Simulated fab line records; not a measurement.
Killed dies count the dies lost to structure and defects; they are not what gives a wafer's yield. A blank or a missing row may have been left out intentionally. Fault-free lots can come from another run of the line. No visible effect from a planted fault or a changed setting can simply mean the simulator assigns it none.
The tool behind it: which one? + flow nandHarc + 12 lots, 36 wafers sampled, at 5 steps of a route of 1159

## WHAT THE GAUGES READ, wafer by wafer
NHARC_A_SIN_REMOVE_INSPECT_04. Usual: rawDefectCount reads 311 (standard deviation 75).
| lot  | measured     | on               | rawDefectCount | flag |
|------|--------------|------------------|----------------|------|
| L462 | day 14 20:23 | defectInspect-02 | 313 370 333    |      |
| L468 | day 16 04:41 | defectInspect-01 | 413 340 316    |      |
| L467 | day 16 04:41 | defectInspect-02 | 258 188 275    |      |
| L470 | day 16 17:11 | defectInspect-02 | 336 321 291    |      |
| L473 | day 17 02:19 | defectInspect-02 | 225 370 227    |      |
| L469 | day 17 02:19 | defectInspect-01 | 303 440 351    |      |
| L475 | day 17 21:36 | defectInspect-02 | 333 358 406    |      |
| L480 | day 19 08:17 | defectInspect-02 | 239 279 244    |      |
| L481 | day 19 08:17 | defectInspect-01 | 245 273 404    |      |
| L482 | day 20 09:40 | defectInspect-01 | 360 329 256    |      |
| L483 | day 20 09:42 | defectInspect-02 | 242 236 217    |      |
| L485 | day 21 03:37 | defectInspect-01 | 423 208 277    |      |

NHARC_END_SORT_01. Usual: killedAtArray 27, standard deviation 10; killedAtOther 0.6, standard deviation 0.83; killedAtPeriphery 2.4, standard deviation 1.8; killedDies 30, standard deviation 10; killedOpen 3.3, standard deviation 1.7; killedShort 1.8, standard deviation 1.4.
| lot  | measured     | on        | killedAtArray | killedAtOther | killedAtPeriphery | killedDies | killedOpen | killedShort | flag |
|------|--------------|-----------|---------------|---------------|-------------------|------------|------------|-------------|------|
| L473 | day 21 09:49 | prober-01 | 603 34 19     | 0 1 0         | 1 3 4             | 604 38 23  | 2 3 4      | 0 2 3       | OFF  |
| L469 | day 21 14:16 | prober-02 | 9 650 11      | 2 0 0         | 4 4 4             | 15 654 15  | 2 2 3      | 0 3 1       | OFF  |
| L475 | day 22 06:43 | prober-02 | 649 28 24     | 0 0 0         | 2 2 2             | 651 30 26  | 3 5 1      | 2 4 0       | OFF  |

## TOOL THAT RAN EACH LOT (tool first, then ch and the chambers of the sampled wafers, then the start)
| lot  | NHARC_A_SLIT_ETCH_17            | NHARC_A_SLIT_ETCH_29              | NHARC_A_WL_FILL_ETCHBACK_04      |
|------|---------------------------------|-----------------------------------|----------------------------------|
| L462 | harEtch-01 ch 0, day 14 11:55   | rieDiel-05 ch 1,2,3, day 14 13:47 | rieMetal-03 ch 1, day 15 01:23   |
| L468 | harEtch-02 ch 0,1, day 15 18:53 | rieDiel-01 ch 1,3, day 15 20:29   | rieMetal-03 ch 0,1, day 16 09:09 |
| L467 | harEtch-01 ch 0,1, day 15 21:06 | rieDiel-01 ch 0,1,3, day 15 22:29 | rieMetal-01 ch 0,1, day 16 09:14 |
| L470 | harEtch-01 ch 0,1, day 16 07:49 | rieDiel-02 ch 0,2,3, day 16 09:41 | rieMetal-01 ch 0,1, day 16 22:07 |
| L473 | harEtch-02 ch 0,1, day 16 15:58 | rieDiel-05 ch 0,1, day 16 18:04   | rieMetal-03 ch 0,1, day 17 10:23 |
| L469 | harEtch-01 ch 0,1, day 16 16:48 | rieDiel-01 ch 0,2, day 16 18:39   | rieMetal-03 ch 0,1, day 17 09:59 |
| L475 | harEtch-01 ch 0,1, day 17 11:44 | rieDiel-05 ch 0,3, day 17 13:21   | rieMetal-03 ch 0,1, day 18 03:34 |
| L480 | harEtch-01 ch 0,1, day 18 21:53 | rieDiel-01 ch 0,1, day 18 23:58   | rieMetal-01 ch 0,1, day 19 16:16 |
| L481 | harEtch-02 ch 0,1, day 18 22:40 | rieDiel-02 ch 1,2,3, day 19 00:16 | rieMetal-02 ch 0,1, day 19 13:35 |
| L482 | harEtch-01 ch 0,1, day 19 23:31 | rieDiel-05 ch 0,1,2, day 20 01:23 | rieMetal-01 ch 0,1, day 20 17:18 |
| L483 | harEtch-01 ch 0,1, day 20 01:12 | rieDiel-05 ch 0,1, day 20 03:04   | rieMetal-02 ch 0,1, day 20 18:57 |
| L485 | harEtch-02 ch 0,1, day 20 17:44 | rieDiel-02 ch 0,2,3, day 20 19:22 | rieMetal-01 ch 0,1, day 21 10:49 |
- NHARC_A_SLIT_ETCH_17: etches the open film in C4F8/O2/Ar, time 1687.5 s, target depth 10100 nm.
- NHARC_A_SLIT_ETCH_29: etches the open film in CF4/O2, target depth 100 nm, overetch 10 nm, time 55 s.
- NHARC_A_WL_FILL_ETCHBACK_04: etches the open film in NF3, target depth 60 nm, time 120 s.

## WHAT THE TOOLS THEMSELVES READ (means of the sampled wafers that have a number; where no wafer has one, the mark that the record gives instead)
NHARC_A_SLIT_ETCH_17. Usual: drypumpMotorCurrentA 5.9 A, standard deviation 0.31; showerheadPlenumPTorr 3.72 Torr, standard deviation 0.078; throttleValvePct 32.045 %, standard deviation 0.0093.
| lot  | tool       | drypumpMotorCurrentA (A) | showerheadPlenumPTorr (Torr) | throttleValvePct (%) | flag |
|------|------------|--------------------------|------------------------------|----------------------|------|
| L462 | harEtch-01 | 5.6                      | 3.80                         | 32.046               |      |
| L468 | harEtch-02 | 5.9                      | 3.76                         | 32.042               |      |
| L467 | harEtch-01 | 5.9                      | 3.73                         | 32.050               |      |
| L470 | harEtch-01 | 6.1                      | 3.67                         | 32.044               |      |
| L473 | harEtch-02 | 5.8                      | 3.75                         | 32.047               |      |
| L469 | harEtch-01 | 5.9                      | 3.72                         | 32.048               |      |
| L475 | harEtch-01 | 5.9                      | 3.72                         | 32.039               |      |
| L480 | harEtch-01 | 5.9                      | 3.71                         | 32.047               |      |
| L481 | harEtch-02 | 5.9                      | 3.74                         | 32.048               |      |
| L482 | harEtch-01 | 5.9                      | 3.71                         | 32.050               |      |
| L483 | harEtch-01 | 5.9                      | 3.70                         | 32.041               |      |
| L485 | harEtch-02 | 5.9                      | 3.73                         | 32.038               |      |

NHARC_A_SLIT_ETCH_29. Usual: drypumpMotorCurrentA 5.7 A, standard deviation 0.38; oes_o_777_au 1.001 a.u., standard deviation 0.0048; oesProductAu 1.008 a.u., standard deviation 0.015; rfVppV 197.7 V, standard deviation 1.2; showerheadPlenumPTorr 1.33 Torr, standard deviation 0.04; throttleValvePct 13.396 %, standard deviation 0.009.
| lot  | tool       | drypumpMotorCurrentA (A) | oes_o_777_au (a.u.) | oesProductAu (a.u.) | rfVppV (V) | showerheadPlenumPTorr (Torr) | throttleValvePct (%) | flag |
|------|------------|--------------------------|---------------------|---------------------|------------|------------------------------|----------------------|------|
| L462 | rieDiel-05 | 5.7                      | 0.995               | 1.003               | 198.2      | 1.33                         | 13.391               |      |
| L468 | rieDiel-01 | 5.4                      | 0.998               | 1.010               | 198.1      | 1.35                         | 13.393               |      |
| L467 | rieDiel-01 | 5.6                      | 1.001               | 1.019               | 198.9      | 1.34                         | 13.398               |      |
| L470 | rieDiel-02 | 5.6                      | 0.998               | 1.007               | 198.2      | 1.36                         | 13.397               |      |
| L473 | rieDiel-05 | 5.4                      | 1.004               | 1.026               | 198.0      | 1.33                         | 13.393               |      |
| L469 | rieDiel-01 | 5.8                      | 0.998               | 0.996               | 196.9      | 1.30                         | 13.395               |      |
| L475 | rieDiel-05 | 6.0                      | 1.000               | 1.016               | 198.7      | 1.37                         | 13.410               |      |
| L480 | rieDiel-01 | 5.4                      | 0.999               | 1.010               | 198.4      | 1.34                         | 13.407               |      |
| L481 | rieDiel-02 | 5.5                      | 0.996               | 1.007               | 198.2      | 1.36                         | 13.391               |      |
| L482 | rieDiel-05 | 5.5                      | 0.999               | 1.025               | 196.6      | 1.30                         | 13.397               |      |
| L483 | rieDiel-05 | 5.5                      | 1.001               | 1.016               | 197.2      | 1.32                         | 13.400               |      |
| L485 | rieDiel-02 | 5.6                      | 1.003               | 1.014               | 199.1      | 1.36                         | 13.396               |      |

NHARC_A_WL_FILL_ETCHBACK_04. Usual: drypumpMotorCurrentA 5.67 A, standard deviation 0.3; oesProductAu 0.998 a.u., standard deviation 0.014; runLengthS 141.1 s, standard deviation 0.44.
| lot  | tool        | drypumpMotorCurrentA (A) | oesProductAu (a.u.) | runLengthS (s) | flag |
|------|-------------|--------------------------|---------------------|----------------|------|
| L462 | rieMetal-03 | 5.38                     | 1.008               | 141.1          |      |
| L468 | rieMetal-03 | 5.61                     | 1.006               | 141.0          |      |
| L467 | rieMetal-01 | 5.52                     | 1.002               | 141.1          |      |
| L470 | rieMetal-01 | 5.52                     | 0.992               | 141.1          |      |
| L473 | rieMetal-03 | 5.85                     | 1.003               | 126.8          | OFF  |
| L469 | rieMetal-03 | 5.81                     | 0.992               | 127.1          | OFF  |
| L475 | rieMetal-03 | 5.82                     | 0.984               | 127.1          | OFF  |
| L480 | rieMetal-01 | 5.47                     | 0.999               | 140.8          |      |
| L481 | rieMetal-02 | 5.75                     | 0.993               | 141.1          |      |
| L482 | rieMetal-01 | 5.47                     | 1.004               | 140.8          |      |
| L483 | rieMetal-02 | 5.93                     | 0.983               | 141.6          |      |
| L485 | rieMetal-01 | 5.46                     | 1.008               | 140.6          |      |

## THE ANSWER, worked out from the rows above alone
Rule: a lot is off if the mean of its wafers that have a number lies more than 3 standard deviations from the usual mean. Also off: a lot with no number at a reading for which 4 or more lots have one. Where the step has rows for the other lots, those lots are counted as sound. After the gauges, taken in route order, come the tools' own readings; for these a lot's mean is taken, as printed above. The first step at which some lot is off is used, and at that step the reading that is off furthest; a lot without a number counts as furthest.
Off: L473, L469, L475, at NHARC_END_SORT_01 (killedAtArray). Neither off nor sound, because the step has no rows for them: L462, L468, L467, L470, L480, L481, L482, L483, L485.
If a tool, at a process step before that reading, ran all the lots that are off and no sound lot after the first of them, it fits. The gauges at NHARC_END_SORT_01 aren't tried: what is off there is off at NHARC_A_WL_FILL_ETCHBACK_04 too, on other tools, and a gauge's error can't cause that. One fits: rieMetal-03 at NHARC_A_WL_FILL_ETCHBACK_04. It ran no sound lot before its first lot that is off in this sample, so the start can't be narrowed down.

## WHAT THE SIMULATOR PUT IN
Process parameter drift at NHARC_A_WL_FILL_ETCHBACK_04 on rieMetal-03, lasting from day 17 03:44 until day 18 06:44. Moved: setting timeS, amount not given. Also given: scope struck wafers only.
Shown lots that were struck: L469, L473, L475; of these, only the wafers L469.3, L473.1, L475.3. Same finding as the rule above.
